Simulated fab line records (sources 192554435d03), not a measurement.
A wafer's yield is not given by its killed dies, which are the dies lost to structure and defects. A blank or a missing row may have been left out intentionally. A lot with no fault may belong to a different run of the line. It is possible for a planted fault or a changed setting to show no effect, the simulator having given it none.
fab line records | flow n5Finfet
record: lots: 6 | wafers: 18 | lastDay: 17
route steps=1938 shown BEOL_M10@1529 BEOL_M11@1536
lots untouched by any fault: they come from a run of this same line in which no faults occurred
startH: hours from the record's opening day to when the first of the lot's shown wafers began | waitH: time in hours since the lot's previous step | " the same as in the row above | L1.1+2: several wafers, shown together as one row | - no value, or no start given | * or withheld: withheld | < > ~ a bound
route shown NAME@n: a module of which the file shows steps, and the number in the route of the first | usual: average and standard deviation across the fault-free wafers | same: alike in all rows | chamber/n: place in a boat | sites: readings site by site | _std_site: the values' standard deviation | _edge_site: the outer-site mean with the inner-site mean subtracted | radiusMm: for every site, how far away it sits from the centre of the wafer | mask NAME#n: copy n | behind: the last tool/chamber to shape the wafer | hold: the reason the lot was held/the length of the hold in hours/how it ended | device: which transistor (n, p or np) failed to switch | end of line: the route-end tests of the same wafers | step lacking rows: just its recipe | killed: not the wafer's yield, but the dies lost to structure and defects at the first sort | map: the dies of a wafer, with x for killed, . for not killed, _ for no die there
set.NAME: setting as actually run; set.NAME@STEP: the setting as run at that earlier step | model.NAME: the simulator's own value behind a step, which no gauge read
lots at some steps of the route; a table a step, a row a wafer
services: from which hour (startH, from the record's first day; less than 0 if before it) a tool's chamber was out of use, for how many hours, and why
== steps ==
step: N5_BEOL_M10_ANNEAL_51
recipe: tempC: 225 | timeS: 90 | ambient: N2
usual: wafer_temp_C_max: 226.0/0.32
lot.wafer | tool         | chamber | startH | waitH | wafer_temp_C_max
L424.2    | rtpAnneal-02 | 0       | 200.41 | 0.3   | 225.9
L424.4    | "            | 0       | "      | "     | 225.5
L424.6    | "            | 0       | "      | "     | 226.0
L425.1    | rtpAnneal-01 | 0       | 242.58 | 0.2   | 226.6
L425.2    | "            | 0       | "      | "     | 226.0
L425.4    | "            | 0       | "      | "     | 226.4
L437.1    | rtpAnneal-02 | 0       | 311.15 | 0.2   | 225.7
L437.5    | "            | 0       | "      | "     | 225.7
L437.6    | "            | 0       | "      | "     | 225.8
L439.2    | rtpAnneal-02 | 0       | 312.36 | 0.1   | 225.8
L439.5    | "            | 0       | "      | "     | 225.5
L439.6    | "            | 0       | "      | "     | 226.1
L445.1    | rtpAnneal-01 | 0       | 353.58 | 0.1   | 226.3
L445.3    | "            | 0       | "      | "     | 226.0
L445.5    | "            | 0       | "      | "     | 226.8
L447.3    | rtpAnneal-01 | 0       | 364.41 | 1.7   | 226.2
L447.5    | "            | 0       | "      | "     | 226.2
L447.6    | "            | 0       | "      | "     | 226.4
step: N5_BEOL_M10_CMP_52
recipe: stopOn: SiCOH_lowk | tOverpolishS: 7 | downForcePsi: 1 | platenRpm: 50 | clearingPlatenDownForcePsi: 1.5 | clearingPlatenRpm: 50 | postCmpClean: cuAlkaline | targetThkNm: 140 | clearingPlatenPadVelocityMS: 0.99484 | padVelocityMS: 0.99484
usual: barrierFieldEndpointS: 28.7/0.68 | motorCurrentA: 6.2/0.67 | overpolishRunS: 7.000/0.0087 | timeToEndpointS: 66.5/2.8
lot.wafer | tool   | chamber | startH | waitH | barrierFieldEndpointS | motorCurrentA | overpolishRunS | timeToEndpointS
L424.2    | cmp-01 | 3       | 200.70 | 0.2   | 29.3                  | 6.1           | 7.000          | 67.3
L424.4    | "      | 0       | "      | "     | 29.8                  | 6.7           | 6.992          | 69.9
L424.6    | "      | 2       | "      | "     | 29.4                  | 6.4           | 6.996          | 70.2
L425.2    | cmp-01 | 3       | 242.88 | 0.2   | 28.3                  | 5.9           | 6.996          | 69.1
L425.4    | "      | 1       | "      | "     | 29.1                  | 7.0           | 6.988          | 67.5
L425.1    | "      | 2       | "      | "     | 28.6                  | 7.0           | 6.996          | 64.2
L437.1    | cmp-04 | 2       | 311.56 | 0.4   | 27.7                  | 5.6           | 7.004          | 61.3
L437.6    | "      | 3       | "      | "     | 28.5                  | 5.8           | 7.008          | 65.0
L437.5    | "      | 0       | "      | "     | 28.5                  | 5.4           | 6.986          | 64.0
L439.2    | cmp-02 | 3       | 312.69 | 0.3   | 28.5                  | 7.1           | 6.984          | 66.0
L439.5    | "      | 1       | "      | "     | 28.1                  | 5.9           | 7.006          | 63.4
L439.6    | "      | 2       | "      | "     | 28.3                  | 5.8           | 7.015          | 65.0
L445.3    | cmp-02 | 0       | 353.91 | 0.2   | 28.5                  | 5.5           | 6.987          | 68.4
L445.1    | "      | 2       | "      | "     | 30.2                  | 5.6           | 6.989          | 76.3
L445.5    | "      | 0       | "      | "     | 29.3                  | 5.5           | 6.988          | 69.4
L447.3    | cmp-04 | 2       | 364.66 | 0.2   | 26.8                  | 5.7           | 7.004          | 62.6
L447.6    | "      | 1       | "      | "     | 28.6                  | 7.1           | 6.996          | 64.0
L447.5    | "      | 2       | "      | "     | 27.1                  | 5.2           | 7.003          | 58.8
step: N5_BEOL_M10_THK_MEAS_53
recipe: thkMeasGauge: xrf | reads: Cu_of_BEOL_M10_ECD_50
usual: M10_THK: 142.8/2.7
lot.wafer | tool         | chamber | startH | waitH | M10_THK[nm]
L424.2    | filmMetro-01 | -       | 200.96 | -     | 144.4
L424.4    | "            | -       | "      | "     | 141.8
L424.6    | "            | -       | "      | "     | 142.8
L425.1    | filmMetro-01 | -       | 243.18 | -     | 138.9
L425.2    | "            | -       | "      | "     | 141.7
L425.4    | "            | -       | "      | "     | 143.3
L437.1    | filmMetro-01 | -       | 311.74 | -     | 137.9
L437.5    | "            | -       | "      | "     | 147.7
L437.6    | "            | -       | "      | "     | 144.0
L439.2    | filmMetro-02 | -       | 312.91 | -     | 141.4
L439.5    | "            | -       | "      | "     | 142.5
L439.6    | "            | -       | "      | "     | 144.1
L445.1    | filmMetro-02 | -       | 354.17 | -     | 146.2
L445.3    | "            | -       | "      | "     | 135.9
L445.5    | "            | -       | "      | "     | 144.2
L447.3    | filmMetro-02 | -       | 364.91 | -     | 143.7
L447.5    | "            | -       | "      | "     | 141.9
L447.6    | "            | -       | "      | "     | 144.3
step: N5_BEOL_M10_PRE_CLEAN_55
recipe: gas: NH3 | timeS: 15 | tempC: withheld | rfPowerW: 300
step: N5_BEOL_M10_DEP_56
recipe: material: SiCN | targetThkA: 150 | tempC: withheld | precursor: 3MS/NH3 | pressureTorr: 3 | rfW: 202 | timeS: 26.5
step: N5_BEOL_M10_RS_MEAS_57
recipe: thkMeasGauge: four-point-probe | reads: Cu_of_BEOL_M10_ECD_50+Co_of_BEOL_M10_CVD_75+TaN_of_BEOL_M10_ALD_74
usual: M10_RS: 0.1512/0.003
lot.wafer | tool         | chamber | startH | waitH | M10_RS[ohm/sq]
L424.2    | filmMetro-02 | -       | 201.09 | 0.1   | 0.1469
L424.4    | "            | -       | "      | "     | 0.1493
L424.6    | "            | -       | "      | "     | 0.1489
L425.1    | filmMetro-02 | -       | 243.31 | 0.1   | 0.1551
L425.2    | "            | -       | "      | "     | 0.1515
L425.4    | "            | -       | "      | "     | 0.1503
L437.1    | filmMetro-02 | -       | 311.88 | 0.1   | 0.1563
L437.5    | "            | -       | "      | "     | 0.1464
L437.6    | "            | -       | "      | "     | 0.1492
L439.2    | filmMetro-01 | -       | 313.04 | 0.1   | 0.1538
L439.5    | "            | -       | "      | "     | 0.1528
L439.6    | "            | -       | "      | "     | 0.1511
L445.1    | filmMetro-02 | -       | 354.30 | 0.1   | 0.1476
L445.3    | "            | -       | "      | "     | 0.1592
L445.5    | "            | -       | "      | "     | 0.1502
L447.3    | filmMetro-02 | -       | 365.05 | 0.1   | 0.1513
L447.5    | "            | -       | "      | "     | 0.1538
L447.6    | "            | -       | "      | "     | 0.1510
step: N5_BEOL_M10_INSPECT_58
recipe: inspectInstrument: darkfield | mode: postDep
usual: rawDefectCount: 70/23
lot.wafer | tool             | chamber | startH | waitH | rawDefectCount
L424.2    | defectInspect-02 | -       | 201.12 | 0.0   | 66
L424.4    | "                | -       | "      | "     | 126
L424.6    | "                | -       | "      | "     | 82
L425.1    | defectInspect-02 | -       | 243.34 | 0.0   | 44
L425.2    | "                | -       | "      | "     | 99
L425.4    | "                | -       | "      | "     | 74
L437.1    | defectInspect-01 | -       | 311.90 | 0.0   | 77
L437.5    | "                | -       | "      | "     | 82
L437.6    | "                | -       | "      | "     | 69
L439.2    | defectInspect-02 | -       | 313.07 | 0.0   | 81
L439.5    | "                | -       | "      | "     | 77
L439.6    | "                | -       | "      | "     | 75
L445.1    | defectInspect-01 | -       | 354.33 | 0.0   | 55
L445.3    | "                | -       | "      | "     | 78
L445.5    | "                | -       | "      | "     | 95
L447.3    | defectInspect-01 | -       | 365.07 | 0.0   | 52
L447.5    | "                | -       | "      | "     | 41
L447.6    | "                | -       | "      | "     | 59
step: N5_BEOL_M11_ILD_DEP_00
recipe: material: SiCOH_lowk | targetThkA: 3085.1 | tempC: 300 | precursor: DEMS/porogen | pressureTorr: 5 | rfW: 500 | timeS: 58
usual: heaterPowerW: 286/34 | showerheadPlenumPTorr: 5.733/0.017 | throttleValvePct: 13.8/0.71
lot.wafer | tool     | chamber | startH | waitH | heaterPowerW | showerheadPlenumPTorr | throttleValvePct
L424.2    | pecvd-04 | 1       | 201.16 | 0.0   | 282          | 5.731                 | 14.7
L424.4    | "        | 1       | "      | "     | 280          | 5.728                 | 14.6
L424.6    | "        | 2       | "      | "     | 246          | 5.763                 | 14.8
L425.1    | pecvd-03 | 0       | 243.37 | 0.0   | 289          | 5.730                 | 13.5
L425.2    | "        | 1       | "      | "     | 245          | 5.735                 | 13.2
L425.4    | "        | 2       | "      | "     | 338          | 5.709                 | 13.2
L437.1    | pecvd-02 | 1       | 311.94 | 0.0   | 309          | 5.764                 | 14.3
L437.5    | "        | 0       | "      | "     | 303          | 5.703                 | 14.8
L437.6    | "        | 1       | "      | "     | 328          | 5.747                 | 14.1
L439.2    | pecvd-02 | 1       | 313.10 | 0.0   | 262          | 5.751                 | 14.3
L439.5    | "        | 2       | "      | "     | 299          | 5.749                 | 13.0
L439.6    | "        | 0       | "      | "     | 267          | 5.716                 | 14.7
L445.1    | pecvd-02 | 2       | 354.36 | 0.0   | 322          | 5.739                 | 12.8
L445.3    | "        | 1       | "      | "     | 323          | 5.757                 | 14.2
L445.5    | "        | 0       | "      | "     | 292          | 5.709                 | 14.7
L447.3    | pecvd-04 | 2       | 365.14 | 0.1   | 282          | 5.747                 | 12.7
L447.5    | "        | 2       | "      | "     | 285          | 5.755                 | 13.0
L447.6    | "        | 1       | "      | "     | 224          | 5.729                 | 14.6
step: N5_BEOL_M11_CURE_71
recipe: tempC: 385 | timeS: 240 | ambient: He/Ar | material: SiCOH_lowk
step: N5_BEOL_M11_THK_MEAS_01
recipe: reads: SiCOH_lowk_of_BEOL_M11_ILD_DEP_00
usual: M11_ILD_THK: 268/3.4
lot.wafer | tool         | chamber | startH | waitH | M11_ILD_THK[nm]
L424.2    | filmMetro-01 | -       | 201.75 | 0.4   | 271
L424.4    | "            | -       | "      | "     | 272
L424.6    | "            | -       | "      | "     | 270
L425.1    | filmMetro-01 | -       | 245.58 | 1.6   | 267
L425.2    | "            | -       | "      | "     | 267
L425.4    | "            | -       | "      | "     | 273
L437.1    | filmMetro-02 | -       | 312.56 | 0.4   | 262
L437.5    | "            | -       | "      | "     | 266
L437.6    | "            | -       | "      | "     | 267
L439.2    | filmMetro-01 | -       | 313.82 | 0.4   | 267
L439.5    | "            | -       | "      | "     | 267
L439.6    | "            | -       | "      | "     | 271
L445.1    | filmMetro-01 | -       | 354.96 | 0.4   | 267
L445.3    | "            | -       | "      | "     | 263
L445.5    | "            | -       | "      | "     | 270
L447.3    | filmMetro-01 | -       | 365.73 | 0.3   | 268
L447.5    | "            | -       | "      | "     | 271
L447.6    | "            | -       | "      | "     | 272
step: N5_BEOL_M11_PECVD_70
recipe: material: SiO2 | targetThkA: 200 | tempC: 400 | precursor: TEOS/O2 | pressureTorr: 5.5 | rfW: 450 | teosFlowSccm: 53.8 | gas: O2 | flowSccm: 3000 | timeS: 22.7
usual: heaterPowerW: 674/58 | showerheadPlenumPTorr: 8.76/0.054 | throttleValvePct: 22.3/1.2
lot.wafer | tool     | chamber | startH | waitH | heaterPowerW | showerheadPlenumPTorr | throttleValvePct
L424.2    | pecvd-04 | 2       | 201.78 | 0.0   | 611          | 8.79                  | 24.1
L424.4    | "        | 0       | "      | "     | 771          | 8.75                  | 21.9
L424.6    | "        | 2       | "      | "     | 622          | 8.81                  | 24.0
L425.1    | pecvd-04 | 1       | 245.62 | 0.0   | 634          | 8.78                  | 23.8
L425.2    | "        | 2       | "      | "     | 565          | 8.77                  | 20.5
L425.4    | "        | 2       | "      | "     | 569          | 8.78                  | 20.6
L437.1    | pecvd-04 | 1       | 312.60 | 0.0   | 598          | 8.75                  | 23.6
L437.5    | "        | 1       | "      | "     | 592          | 8.75                  | 23.6
L437.6    | "        | 2       | "      | "     | 684          | 8.78                  | 21.1
L439.2    | pecvd-04 | 2       | 313.86 | 0.0   | 659          | 8.78                  | 20.8
L439.5    | "        | 0       | "      | "     | 694          | 8.77                  | 22.3
L439.6    | "        | 1       | "      | "     | 572          | 8.75                  | 23.8
L445.1    | pecvd-03 | 0       | 354.99 | 0.0   | 662          | 8.77                  | 21.8
L445.3    | "        | 1       | "      | "     | 603          | 8.75                  | 21.6
L445.5    | "        | 1       | "      | "     | 622          | 8.73                  | 21.7
L447.3    | pecvd-04 | 1       | 365.78 | 0.1   | 672          | 8.74                  | 23.8
L447.5    | "        | 1       | "      | "     | 538          | 8.73                  | 23.8
L447.6    | "        | 2       | "      | "     | 676          | 8.79                  | 21.2
step: N5_BEOL_M11_HM_DEP_02
recipe: material: TiN | targetThkA: 200 | tempC: 25 | chamberPressurePa: 0.49996
usual: throttleValvePct: 29.7/1.1
lot.wafer | tool          | chamber | startH | waitH | throttleValvePct
L424.2    | pvdSputter-01 | -       | 203.27 | 1.5   | 28.7
L424.4    | "             | -       | "      | "     | 30.9
L424.6    | "             | -       | "      | "     | 31.3
L425.1    | pvdSputter-02 | -       | 247.17 | 1.5   | 28.2
L425.2    | "             | -       | "      | "     | 30.3
L425.4    | "             | -       | "      | "     | 30.3
L437.1    | pvdSputter-02 | -       | 313.12 | 0.5   | 28.9
L437.5    | "             | -       | "      | "     | 29.8
L437.6    | "             | -       | "      | "     | 30.4
L439.2    | pvdSputter-03 | -       | 315.55 | 1.7   | 28.2
L439.5    | "             | -       | "      | "     | 27.7
L439.6    | "             | -       | "      | "     | 31.3
L445.1    | pvdSputter-03 | -       | 356.03 | 1.0   | 29.7
L445.3    | "             | -       | "      | "     | 31.3
L445.5    | "             | -       | "      | "     | 29.1
L447.3    | pvdSputter-01 | -       | 366.44 | 0.6   | 28.8
L447.5    | "             | -       | "      | "     | 31.0
L447.6    | "             | -       | "      | "     | 30.8
step: N5_BEOL_M11_COAT_59
recipe: resist: SOC | tempC: 250 | timeS: 60 | spinRpm: 1500 | resistThkNm: 100
usual: heaterPowerTotalW: 500.6/1.8 | plateTempC: 249.98/0.16
lot.wafer | tool          | chamber | startH | waitH | heaterPowerTotalW | plateTempC | model.SOC_of_BEOL_M11_COAT_59.thkNm
L424.2    | lithoTrack-01 | 0       | 203.40 | 0.1   | 501.9             | 249.93     | 99.8
L424.4    | "             | 0       | "      | "     | 500.1             | 250.02     | 100
L424.6    | "             | 0       | "      | "     | 498.7             | 250.03     | 99.4
L425.1    | lithoTrack-05 | 0       | 247.29 | 0.1   | 501.8             | 249.79     | 100.6
L425.2    | "             | 0       | "      | "     | 500.1             | 249.95     | 100.4
L425.4    | "             | 0       | "      | "     | 500.1             | 249.77     | 100.6
L437.1    | lithoTrack-01 | 0       | 313.25 | 0.1   | 463.1             | 235.52     | 100.4
L437.5    | "             | 0       | "      | "     | 463.0             | 235.91     | 100.8
L437.6    | "             | 0       | "      | "     | 463.6             | 235.70     | 100.6
L439.2    | lithoTrack-01 | 0       | 315.67 | 0.1   | 465.6             | 235.70     | 100.6
L439.5    | "             | 0       | "      | "     | 462.9             | 235.82     | 100.6
L439.6    | "             | 0       | "      | "     | 465.9             | 235.76     | 100.4
L445.1    | lithoTrack-05 | 0       | 356.16 | 0.1   | 502.4             | 249.84     | 100.4
L445.3    | "             | 0       | "      | "     | 498.5             | 249.92     | 100
L445.5    | "             | 0       | "      | "     | 498.8             | 249.87     | 100
L447.3    | lithoTrack-05 | 0       | 366.57 | 0.1   | 503.0             | 249.92     | 99.8
L447.5    | "             | 0       | "      | "     | 498.7             | 249.83     | 99.8
L447.6    | "             | 0       | "      | "     | 499.0             | 249.96     | 99.6
step: N5_BEOL_M11_COAT_60
recipe: resist: SiARC | tempC: 220 | timeS: 60 | spinRpm: 1500 | resistThkNm: 30
== services ==
tool          | chamber | startH | hours | kind
pecvd-04      | 2       | 202.38 | -     | clean
pecvd-04      | 2       | 202.38 | -     | consumableReplace:showerhead
pecvd-04      | 2       | 202.38 | 29.0  | scheduledDown
pecvd-04      | 2       | 202.38 | 29.0  | ventCycle
cmp-04        | -       | 212.57 | 4.0   | pm
cmp-04        | -       | 216.57 | -     | consumableReplace:conditioner
cmp-04        | -       | 216.57 | -     | consumableReplace:pad
pecvd-02      | 1       | 242.54 | 2.1   | repair
cmp-04        | -       | 253.81 | 6.2   | pm
cmp-01        | -       | 263.13 | 2.2   | repair
pecvd-03      | -       | 263.84 | 1.6   | repair
pecvd-02      | -       | 266.62 | 1.8   | repair
cmp-01        | -       | 266.86 | 4.0   | pm
cmp-01        | -       | 270.86 | -     | consumableReplace:conditioner
rtpAnneal-01  | -       | 304.29 | 6.2   | pm
pecvd-02      | 2       | 307.08 | 5.5   | scheduledDown
pecvd-03      | -       | 307.52 | 3.1   | repair
pecvd-02      | 1       | 314.62 | -     | calibration
pecvd-02      | 2       | 325.63 | 3.6   | repair
pecvd-04      | -       | 335.62 | 0.3   | repair
pvdSputter-03 | -       | 340.21 | 4.5   | repair
pecvd-03      | -       | 350.19 | 1.3   | repair
pecvd-04      | 0       | 361.84 | 16.5  | scheduledDown
pecvd-03      | -       | 365.61 | 4.8   | repair
== key ==
firstSign: step: N5_BEOL_M11_COAT_59 | reading: plateTempC | direction: down | sigmas: 88 | usual: * | struck: *
effect: step: N5_BEOL_M11_COAT_59 | reading: heaterPowerTotalW | direction: down | sigmas: 20 | usual: * | struck: *
modelEffect: step: N5_BEOL_M11_COAT_59 | value: SOC_of_BEOL_M11_COAT_59.thkNm | without: 99.97 | struck: 100.6
metAt N5_BEOL_M11_COAT_59
struckWafers L437.1,L437.5,L437.6,L439.2,L439.5,L439.6
onsetBetween 203.40 313.25
fault: kind: processParameterDrift | tool: lithoTrack-01 | chamber: - | onsetH: 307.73 | steps: N5_BEOL_M11_COAT_59 | channel: tempC | offset: * | shape: step | endH: 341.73 | actsIn: * | stated: *
